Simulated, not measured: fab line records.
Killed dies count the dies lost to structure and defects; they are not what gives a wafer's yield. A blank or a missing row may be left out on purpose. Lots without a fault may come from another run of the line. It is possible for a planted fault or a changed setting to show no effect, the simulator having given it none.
A single fault, viewed from 2 desks    flow nand-harc    what lay behind the numbers comes last; until then each desk has only its own

## THE TOOL OWNER'S DESK: ald-metal-04
The tool's own readings at NHARC_A_BLC_ALD_23 (deposits TiN, target thk 3 nm, pulse time 1 s, ald cycles 150): means of the sampled wafers that have a number, for each lot that ran on this tool. Any lot whose mean is over 4 standard deviations away from the usual mean is out of limits and marked OUT; that distance is given in the brackets.
Columns: A = heater-power-w at NHARC_A_BLC_ALD_23, usual 1032 W; B = precursor-pulse-height-rel at NHARC_A_BLC_ALD_23, usual 1.000
lot   first seen here  A     B
L569  day 18 23:16     1108  0.977
L572  day 19 13:13     927   1.014
L576  day 20 02:56     1001  0.994
L574  day 20 12:41     953   1.022
This desk's finding: nothing out of limits on any of the 4 lots.

## AT THE METROLOGY DESK
What the gauges read, lot by lot, whatever tool the lot ran on: means of the sampled wafers that have a number. Any lot whose mean is over 4 standard deviations away from the usual mean is out of limits and marked OUT; that distance is given in the brackets.
Columns: A = overlay-x-nm at NHARC_A_BLC_OVL_MEAS_11, usual 0.0 nm; B = overlay-y-nm at NHARC_A_BLC_OVL_MEAS_11, usual 0.3 nm; C = overlay-x-nm at NHARC_A_M0_OVL_MEAS_10, usual -0.2 nm; D = overlay-y-nm at NHARC_A_M0_OVL_MEAS_10, usual 0.0 nm
lot   first seen here  A     B     C     D
L565  day 17 14:32     -1.0  0.2   -1.1  1.5
L563  day 17 21:02     0.6   -1.0  0.8   1.4
L567  day 18 00:13     -2.2  -0.1  0.9   0.5
L568  day 18 05:28     0.6   1.9   0.4   -0.6
L569  day 18 21:20     0.1   -1.9  -2.8  -0.5
L570  day 18 22:57     -0.5  -1.1  1.2   0.0
L572  day 19 11:02     -0.4  0.1   0.2   -1.1
L576  day 20 00:58     1.2   -0.8  -1.0  0.3
L574  day 20 10:44     0.6   0.2   0.3   -0.1
L585  day 22 05:44     -0.1  0.8   -0.8  0.6
L583  day 22 11:19     1.4   2.4   0.5   0.4
L582  day 22 17:42     0.6   0.9   0.2   0.0
L586  day 23 01:57     0.8   1.4   -0.5  -0.9
This desk's finding: nothing out of limits on any of the 13 lots.

## PUT TOGETHER
Nothing out of limits was seen by the tool owner's desk.
The metrology desk saw nothing out of limits.

## WHAT HAD BEEN PUT IN BY THE SIMULATOR
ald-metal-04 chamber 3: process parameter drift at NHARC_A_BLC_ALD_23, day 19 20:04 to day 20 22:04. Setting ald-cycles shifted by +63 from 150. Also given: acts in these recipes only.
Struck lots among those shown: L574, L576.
